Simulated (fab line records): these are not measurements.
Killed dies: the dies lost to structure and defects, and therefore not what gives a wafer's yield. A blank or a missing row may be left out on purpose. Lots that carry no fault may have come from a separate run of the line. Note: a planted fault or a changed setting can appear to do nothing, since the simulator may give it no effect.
Matching of chambers | flow n5 finfet | 4 sister chambers for N5_BEOL_M13_ETCH_67 on rie diel-03
The step etches SiARC in CF4, target depth 143 nm, time 238.3 s. 4 wafers are shown with their chamber, then 7 later ones without.

## WAFERS WITH THEIR CHAMBER
wafer  | chamber | showerhead plenum p Torr (Torr)
L082.2 | 3       | 2.21
L082.5 | 1       | 2.14
L089.1 | 0       | 2.08
L089.2 | 2       | 2.19

## WAFERS WITHOUT THEIR CHAMBER
wafer  | showerhead plenum p Torr (Torr)
L089.5 | 2.13
L095.2 | 2.13
L095.3 | 2.07
L095.4 | 2.18
L097.1 | 2.07
L097.5 | 2.20
L097.6 | 2.18

## CHAMBER TAKEN BY EACH
wafer  | from the rows above     | in truth
L089.5 | 1                       | 1
L095.2 | 1                       | 1
L095.3 | 0                       | 0
L095.4 | can't be placed: 2 or 3 | 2
L097.1 | 0                       | 0
L097.5 | can't be placed: 3 or 2 | 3
L097.6 | can't be placed: 2 or 3 | 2
4 of 7 placed correctly. Cannot be placed on the basis of these rows: 3; the candidates contain the true chamber in 3. 0 placed wrongly.
How it was worked out, from the rows above alone: a wafer's distance from a chamber is the root of the sum, over the readings, of the square of ((its reading less the chamber's mean) divided by the reading's scatter). If the next closest chamber is less than 2 further off than the closest, the wafer can't be placed; otherwise it belongs to the closest. A chamber's mean is the mean of its shown wafers. The scatter (one wafer shown for each chamber): square how far every hidden wafer sits from the nearest shown wafer, average those squares and take the square root.
